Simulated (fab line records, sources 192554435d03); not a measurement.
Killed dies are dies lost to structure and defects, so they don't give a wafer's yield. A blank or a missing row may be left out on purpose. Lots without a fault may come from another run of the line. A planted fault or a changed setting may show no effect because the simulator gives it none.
fab line records | flow n5_finfet | part 1 of 2: steps 1 to 4 of 6
record lots=18 wafers=54 last_day=18
route steps=1938 shown HKMG_FIN@401 GATE_CUT@466
lots that met no fault: from a run of the same line without faults
start_h: hours from the record's first day to the start of the lot's first wafer shown | wait_h: hours since the lot's step before | " the same as in the row above | L1.1+2: a row that stands for several wafers | - no value, or no start given | * or withheld: withheld | < > ~ a bound
route shown NAME@n: a module of which the file shows steps, and the number in the route of the first | usual: mean/standard deviation of fault-free wafers | same: alike in all rows | chamber/n: place in a boat | sites: the reading at each site | _std_site: their standard deviation | _edge_site: outer sites' mean less inner sites' | radius_mm: how far each site lies from the wafer's centre | mask NAME#n: copy n | behind: the tool/chamber that last shaped the wafer | hold: why the lot was held/for how many hours/how that ended | device: the transistor (n, p or np) that didn't switch | end of line: the same wafers' tests at the end of the route | a step without rows: its recipe alone | killed: dies lost to structure and defects at the first sort, not the wafer's yield | map: a wafer's dies, x killed, . not, _ none there
set.NAME: the setting as run; set.NAME@STEP: as run at that earlier step | model.NAME: the simulator's own value behind a step, which no gauge read
steps of the route over a sample of lots; a table a step, a row a wafer
services: from which hour (start_h, from the record's first day; less than 0 if before it) a tool's chamber was out of use, for how many hours, and why
## steps
# step N5_HKMG_FIN_DESCUM_53
# recipe chemistry=O2 time_s=7.9 source_power_w=50 bias_power_w=20 pressure_mtorr=20 rf_frequency_hz=2.712e+07 temp_c=40 resist=CAR-ArF o2_flow_sccm=225
# usual chamber_pressure_mTorr=20.001/0.018 drypump_motor_current_A=5.7/0.52 oes_product_au=0.76/0.076 rf_vpp_V=242.7/0.96 showerhead_plenum_p_Torr=2.067/0.027 throttle_valve_pct=20.46/0.23
# columns lot.wafer tool chamber start_h wait_h chamber_pressure_mTorr drypump_motor_current_A oes_product_au rf_hours_counter_h rf_vpp_V showerhead_plenum_p_Torr throttle_valve_pct
L074.1 rie_diel-05 3 74.70 0.0 20.007 5.8 0.74 177 242.2 2.083 20.80
L074.2 " 1 " " 20.004 6.0 0.74 216 242.6 2.071 20.45
L074.5 " 3 " " 19.961 5.7 0.74 - 243.3 2.083 20.79
L076.3 rie_diel-01 1 82.79 0.2 19.999 5.7 0.70 211 243.4 2.075 20.54
L076.4 " 0 " " 20.006 6.5 0.94 11 243.0 2.057 19.95
L076.6 " 3 " " 19.983 4.8 0.76 - 242.6 2.084 20.49
L077.4 rie_diel-02 0 93.62 0.0 20.012 5.6 0.81 83 241.7 2.035 20.43
L077.5 " 2 " " 19.997 6.0 0.76 - 243.6 2.088 20.75
L077.6 " 3 " " 20.003 6.1 0.80 - 242.8 2.116 20.25
L079.2 rie_diel-01 2 104.68 0.4 19.994 5.7 0.68 238 242.0 2.060 20.82
L079.4 " 0 " " 20.024 6.5 0.92 20 243.0 2.054 19.99
L079.6 " 1 " " 20.010 5.7 0.71 - 243.7 2.074 20.53
L080.1 rie_diel-02 2 110.21 0.0 19.983 5.9 0.75 147 243.7 2.086 20.76
L080.4 " 3 " " 20.022 6.0 0.80 94 242.8 2.113 20.27
L080.5 " 0 " " 19.996 5.6 0.81 - 241.8 2.033 20.43
L081.3 rie_diel-02 3 117.58 0.1 19.997 6.0 0.78 97 244.4 2.113 20.28
L081.5 " 2 " " 19.973 5.9 0.75 - 243.0 2.085 20.75
L081.6 " 3 " " 19.996 6.1 0.78 - 244.0 2.112 20.29
L083.2 rie_diel-01 2 128.06 0.4 19.983 5.7 0.67 246 243.2 2.057 20.83
L083.5 " 2 " " 20.019 5.7 0.68 - 241.9 2.057 20.83
L083.6 " 0 " " 19.983 6.5 0.90 - 242.2 2.052 19.99
L084.1 rie_diel-05 2 131.34 0.2 20.011 5.1 0.73 155 242.7 2.003 20.48
L084.3 " 3 " " 20.027 5.7 0.72 196 243.5 2.076 20.84
L084.6 " 2 " " 19.999 5.1 0.73 - 244.4 2.002 20.48
L086.3 rie_diel-01 0 150.34 0.2 19.976 6.5 0.89 36 242.8 2.049 19.98
L086.4 " 3 " " 20.051 4.8 0.73 - 243.6 2.075 20.55
L086.5 " 1 " " 20.013 5.7 0.69 - 242.6 2.070 20.54
L088.2 rie_diel-01 3 155.58 0.0 19.986 4.8 0.73 186 243.3 2.074 20.57
L088.4 " 1 " " 20.014 5.8 0.68 - 243.9 2.070 20.57
L088.6 " 3 " " 19.993 4.8 0.73 - 243.2 2.074 20.56
L089.2 rie_diel-02 2 173.12 0.0 20.006 5.9 0.73 170 243.8 2.077 20.79
L089.3 " 0 " " 19.972 5.6 0.78 109 242.2 2.026 20.47
L089.6 " 2 " " 19.992 6.0 0.73 - 242.3 2.078 20.80
L090.1 rie_diel-01 3 173.79 0.2 20.026 4.8 0.73 194 242.8 2.071 20.55
L090.2 " 2 " " 19.987 5.7 0.98 5 243.3 2.054 20.41
L090.6 " 1 " " 20.008 5.7 0.69 - 242.7 2.067 20.58
L091.1 rie_diel-05 2 175.60 0.1 19.976 5.2 0.73 172 240.8 1.997 20.50
L091.4 " 0 " " 20.054 5.1 0.69 - 241.6 2.077 20.45
L091.6 " 2 " " 20.002 5.2 0.72 - 240.4 1.997 20.49
L092.3 rie_diel-02 0 180.18 0.3 19.959 5.6 0.78 112 241.0 2.025 20.46
L092.4 " 3 " " 20.010 6.1 0.77 118 242.1 2.105 20.31
L092.6 " 1 " " 19.997 6.1 0.72 - 243.1 2.095 20.27
L093.1 rie_diel-01 3 185.83 0.0 20.015 4.8 0.73 198 242.2 2.069 20.57
L093.3 " 2 " " 20.013 5.7 0.96 10 243.0 2.052 20.42
L093.4 " 1 " " 20.014 5.7 0.68 238 240.8 2.065 20.58
L095.2 rie_diel-05 3 197.04 0.0 20.024 5.8 0.70 222 240.9 2.068 20.88
L095.5 " 2 " " 19.991 5.2 0.72 - 241.3 1.994 20.50
L095.6 " 0 " " 19.990 5.1 0.68 - 244.2 2.073 20.46
L096.1 rie_diel-02 0 205.34 0.0 20.007 5.6 0.78 121 242.6 2.022 20.47
L096.2 " 1 " " 19.973 6.1 0.72 172 242.1 2.091 20.28
L096.3 " 2 " " 19.984 5.9 0.73 180 242.6 2.075 20.82
L097.1 rie_diel-01 2 209.00 0.0 20.009 5.7 0.92 18 241.8 2.050 20.42
L097.2 " 3 " " 20.005 4.8 0.72 206 242.4 2.067 20.60
L097.4 " 3 " " 20.010 4.8 0.72 - 243.9 2.067 20.59
# step N5_HKMG_FIN_ETCH_54
# recipe chemistry=CF4 target=SiARC target_depth_a=455 mask_material=CAR-ArF time_s=75.8 ion_energy_ev=80 pressure_mtorr=40 source_w=545 bias_w=36 Ar_flow_sccm=100 cf4_flow_sccm=100 ends=cleared
# usual bias_w=36.00/0.097 chamber_pressure_mTorr=40.00/0.034 drypump_motor_current_A=5.7/0.52 etch_rf_on_time_s=75.7/1.1 mfc_ar_sccm=100.0/0.35 oes_product_au=0.65/0.064 rf_vpp_V=183.7/0.83 showerhead_plenum_p_Torr=2.118/0.028 throttle_valve_pct=15.66/0.26
# columns lot.wafer tool chamber start_h wait_h bias_w chamber_pressure_mTorr drypump_motor_current_A etch_rf_on_time_s mfc_ar_sccm oes_product_au rf_hours_counter_h rf_vpp_V showerhead_plenum_p_Torr throttle_valve_pct
L074.1 rie_diel-05 3 74.74 0.0 35.94 39.95 5.7 76.6 99.8 0.63 177 184.8 2.136 16.00
L074.2 " 1 " " 36.02 39.97 6.0 74.8 100.9 0.62 216 183.9 2.119 15.64
L074.5 " 3 " " 35.90 40.03 5.7 75.6 100.1 0.62 - 183.4 2.136 16.01
L076.3 rie_diel-01 1 82.82 0.0 35.96 39.96 5.8 74.5 100.1 0.60 211 183.4 2.122 15.74
L076.4 " 0 " " 36.12 39.98 6.5 75.3 100.2 0.81 11 184.7 2.107 15.14
L076.6 " 3 " " 36.18 39.98 4.8 74.5 100.3 0.65 - 182.6 2.142 15.76
L077.4 rie_diel-02 0 93.65 0.0 36.12 39.98 5.6 75.0 99.8 0.70 83 183.0 2.077 15.54
L077.5 " 2 " " 35.87 39.97 5.9 77.2 100.0 0.65 - 183.4 2.151 15.99
L077.6 " 3 " " 35.92 39.96 6.1 74.8 100.0 0.68 - 184.5 2.164 15.49
L079.2 rie_diel-01 2 104.72 0.0 35.89 40.04 5.7 76.6 100.1 0.59 238 183.0 2.117 16.05
L079.4 " 0 " " 36.03 40.01 6.5 75.1 99.9 0.79 20 184.6 2.103 15.15
L079.6 " 1 " " 35.97 39.99 5.7 74.9 99.7 0.61 - 183.2 2.121 15.74
L080.1 rie_diel-02 2 110.25 0.0 35.88 39.98 6.0 77.6 100.2 0.64 147 183.4 2.148 16.01
L080.4 " 3 " " 35.88 40.02 6.1 75.0 100.7 0.68 94 183.9 2.162 15.49
L080.5 " 0 " " 35.88 40.01 5.6 76.0 99.9 0.68 - 183.7 2.075 15.54
L081.3 rie_diel-02 3 117.61 0.0 36.09 40.00 6.1 74.6 100.0 0.67 97 186.0 2.161 15.50
L081.5 " 2 " " 36.11 39.97 6.0 77.6 99.7 0.64 - 184.6 2.147 16.01
L081.6 " 3 " " 36.02 40.04 6.1 74.0 99.8 0.69 - 184.4 2.160 15.50
L083.2 rie_diel-01 2 128.10 0.0 35.89 39.98 5.7 77.0 100.0 0.58 246 183.7 2.114 16.08
L083.5 " 2 " " 35.97 40.01 5.7 76.9 100.0 0.58 - 182.9 2.115 16.08
L083.6 " 0 " " 36.01 40.00 6.5 75.5 100.0 0.77 - 183.6 2.101 15.17
L084.1 rie_diel-05 2 131.38 0.0 36.17 40.05 5.2 75.0 99.5 0.63 155 183.3 2.054 15.69
L084.3 " 3 " " 36.09 39.94 5.7 75.9 99.8 0.61 196 183.4 2.129 16.04
L084.6 " 2 " " 36.23 39.98 5.1 74.5 99.8 0.63 - 184.4 2.055 15.69
L086.3 rie_diel-01 0 150.38 0.0 36.11 39.97 6.5 76.0 100.1 0.76 36 182.9 2.098 15.18
L086.4 " 3 " " 36.06 40.03 4.8 76.3 100.3 0.63 - 184.4 2.134 15.82
L086.5 " 1 " " 36.07 39.97 5.7 75.7 99.6 0.60 - 182.7 2.117 15.76
L088.2 rie_diel-01 3 155.62 0.0 36.06 39.96 4.8 76.4 100.2 0.63 186 183.3 2.133 15.83
L088.4 " 1 " " 36.06 39.97 5.7 75.5 100.3 0.59 - 184.8 2.116 15.77
L088.6 " 3 " " 36.09 39.97 4.8 76.7 100.1 0.63 - 184.3 2.133 15.84
L089.2 rie_diel-02 2 173.15 0.0 35.92 40.08 6.0 78.1 100.0 0.63 170 183.8 2.141 16.05
L089.3 " 0 " " 36.25 39.96 5.6 75.4 100.2 0.67 109 182.6 2.068 15.58
L089.6 " 2 " " 35.92 39.93 5.9 79.0 99.9 0.62 - 183.2 2.141 16.05
L090.1 rie_diel-01 3 173.82 0.0 35.96 39.98 4.8 76.9 100.0 0.63 194 184.4 2.130 15.84
L090.2 " 2 " " 36.19 40.03 5.7 74.6 99.9 0.83 5 183.5 2.111 15.60
L090.6 " 1 " " 35.99 40.00 5.7 75.5 99.6 0.59 - 184.1 2.114 15.79
L091.1 rie_diel-05 2 175.64 0.0 35.97 40.02 5.1 74.4 99.9 0.62 172 183.7 2.049 15.71
L091.4 " 0 " " 35.90 39.99 5.1 76.3 99.7 0.58 - 185.0 2.113 15.62
L091.6 " 2 " " 35.95 40.05 5.1 75.0 99.8 0.62 - 182.3 2.049 15.71
L092.3 rie_diel-02 0 180.22 0.0 36.08 39.95 5.6 74.9 100.8 0.67 112 182.7 2.068 15.60
L092.4 " 3 " " 36.02 40.06 6.0 74.2 99.9 0.66 118 184.5 2.154 15.54
L092.6 " 1 " " 36.01 39.96 6.1 74.7 99.9 0.62 - 182.0 2.141 15.48
L093.1 rie_diel-01 3 185.87 0.0 35.98 39.99 4.8 77.4 100.2 0.62 198 182.9 2.129 15.84
L093.3 " 2 " " 36.09 40.00 5.7 73.7 100.1 0.81 10 182.8 2.109 15.59
L093.4 " 1 " " 35.98 39.97 5.7 75.9 100.7 0.59 238 184.9 2.112 15.80
L095.2 rie_diel-05 3 197.08 0.0 35.82 40.01 5.7 77.6 100.0 0.59 222 182.7 2.121 16.08
L095.5 " 2 " " 35.87 40.00 5.2 76.4 99.7 0.61 - 184.4 2.046 15.75
L095.6 " 0 " " 36.12 40.03 5.1 77.9 100.3 0.57 - 182.8 2.110 15.64
L096.1 rie_diel-02 0 205.37 0.0 35.88 40.00 5.6 75.5 99.9 0.66 121 182.8 2.065 15.60
L096.2 " 1 " " 35.91 40.00 6.1 75.3 99.5 0.61 172 184.8 2.137 15.49
L096.3 " 2 " " 35.94 40.03 5.9 78.6 100.3 0.61 180 183.9 2.137 16.07
L097.1 rie_diel-01 2 209.04 0.0 35.88 40.03 5.7 73.8 99.8 0.80 18 183.4 2.107 15.61
L097.2 " 3 " " 36.05 40.05 4.8 76.5 99.6 0.61 206 183.7 2.126 15.86
L097.4 " 3 " " 36.12 40.03 4.8 76.4 99.8 0.62 - 184.1 2.126 15.86
# step N5_HKMG_FIN_PWFM_ALD_03
# recipe material=TiN target_thk_a=20 temp_c=400 ald_precursor_family=TiCl4 ald_co_reactant=NH3 pulse_time_s=1 purge_time_s=3 co_reactant_purge_time_s=2 co_reactant_pulse_time_s=2 ald_cycles=91 pressure_torr=3
# usual heater_power_w=904/100 precursor_pulse_height_rel=1.000/0.022
# columns lot.wafer tool chamber start_h wait_h heater_power_w precursor_pulse_height_rel
L074.1 ald_metal-04 2 77.42 0.0 793 0.997
L074.2 " 3 " " 844 1.010
L074.5 " 3 " " 866 0.972
L076.3 ald_metal-04 2 85.23 0.0 807 1.001
L076.4 " 3 " " 838 0.994
L076.6 " 2 " " 802 1.014
L077.4 ald_metal-01 0 96.06 0.0 921 1.028
L077.5 " 0 " " 923 1.019
L077.6 " 1 " " 1039 0.993
L079.2 ald_metal-01 2 107.37 0.0 950 0.988
L079.4 " 0 " " 932 1.056
L079.6 " 3 " " 806 0.997
L080.1 ald_metal-03 3 112.66 0.0 765 1.030
L080.4 " 1 " " 784 0.979
L080.5 " 0 " " 869 1.027
L081.3 ald_metal-01 3 120.02 0.0 779 0.994
L081.5 " 0 " " 951 0.962
L081.6 " 1 " " 1045 1.005
L083.2 ald_metal-03 2 130.80 0.0 1066 1.060
L083.5 " 3 " " 748 0.979
L083.6 " 2 " " 1042 0.978
L084.1 ald_metal-01 1 133.96 0.0 1009 0.993
L084.3 " 2 " " 959 0.995
L084.6 " 1 " " 1033 0.996
L086.3 ald_metal-01 1 152.99 0.0 1026 1.005
L086.4 " 2 " " 957 1.000
L086.5 " 3 " " 805 1.009
L088.2 ald_metal-01 3 158.32 0.0 796 0.997
L088.4 " 1 " " 1024 0.991
L088.6 " 1 " " 1028 1.000
L089.2 ald_metal-03 3 175.56 0.0 764 0.985
L089.3 " 1 " " 791 0.988
L089.6 " 3 " " 758 0.983
L090.1 ald_metal-03 2 176.28 0.0 1054 0.965
L090.2 " 3 " " 758 0.974
L090.6 " 1 " " 796 0.972
L091.1 ald_metal-03 0 178.14 0.0 860 0.981
L091.4 " 3 " " 742 1.030
L091.6 " 2 " " 1048 1.016
L092.3 ald_metal-04 3 182.68 0.0 836 0.958
L092.4 " 1 " " 950 0.997
L092.6 " 1 " " 954 0.982
L093.1 ald_metal-03 3 188.34 0.0 766 1.027
L093.3 " 1 " " 798 1.011
L093.4 " 0 " " 869 1.020
L095.2 ald_metal-01 2 199.51 0.0 946 1.016
L095.5 " 3 " " 771 1.035
L095.6 " 2 " " 953 0.973
L096.1 ald_metal-04 1 207.93 0.0 966 0.997
L096.2 " 2 " " 810 0.942
L096.3 " 0 " " 958 0.956
L097.1 ald_metal-01 2 211.70 0.0 972 0.982
L097.2 " 1 " " 1020 1.007
L097.4 " 3 " " 807 1.000
# step N5_HKMG_FIN_CD_MEAS_12
# recipe target_cd_nm=92.8 landing_energy_ev=500 detector=se_inlens
# usual cd_nm=92.7/0.53
# columns lot.wafer tool chamber start_h wait_h cd_nm
L074.1 cd_sem-01 0 78.13 - 92.9
L074.2 " 0 " " 92.1
L074.5 " 0 " " 93.2
L076.3 cd_sem-02 0 85.96 - 93.3
L076.4 " 0 " " 93.4
L076.6 " 0 " " 93.4
L077.4 cd_sem-02 0 96.90 - 93.7
L077.5 " 0 " " 92.8
L077.6 " 0 " " 93.2
L079.2 cd_sem-03 0 108.21 - 92.1
L079.4 " 0 " " 91.9
L079.6 " 0 " " 92.1
L080.1 cd_sem-02 0 113.37 - 93.0
L080.4 " 0 " " 92.3
L080.5 " 0 " " 92.8
L081.3 cd_sem-02 0 120.87 - 93.2
L081.5 " 0 " " 92.7
L081.6 " 0 " " 93.7
L083.2 cd_sem-01 0 131.51 - 92.4
L083.5 " 0 " " 92.1
L083.6 " 0 " " 92.5
L084.1 cd_sem-02 0 134.80 - 92.7
L084.3 " 0 " " 91.9
L084.6 " 0 " " 92.1
L086.3 cd_sem-01 0 153.83 - 93.5
L086.4 " 0 " " 93.0
L086.5 " 0 " " 92.7
L088.2 cd_sem-02 0 159.16 - 92.1
L088.4 " 0 " " 92.3
L088.6 " 0 " " 92.4
L089.2 cd_sem-01 0 176.40 - 92.6
L089.3 " 0 " " 93.3
L089.6 " 0 " " 93.3
L090.1 cd_sem-02 0 177.11 - 92.5
L090.2 " 0 " " 92.2
L090.6 " 0 " " 92.3
L091.1 cd_sem-01 0 178.86 - 92.3
L091.4 " 0 " " 92.3
L091.6 " 0 " " 92.7
L092.3 cd_sem-01 0 183.52 - 91.5
L092.4 " 0 " " 91.8
L092.6 " 0 " " 91.7
L093.1 cd_sem-01 0 189.17 - 92.4
L093.3 " 0 " " 92.9
L093.4 " 0 " " 92.6
L095.2 cd_sem-02 0 200.22 - 91.7
L095.5 " 0 " " 92.3
L095.6 " 0 " " 92.4
L096.1 cd_sem-03 0 208.77 - 92.0
L096.2 " 0 " " 92.2
L096.3 " 0 " " 92.2
L097.1 cd_sem-03 0 212.53 - 93.9
L097.2 " 0 " " 92.7
L097.4 " 0 " " 92.6
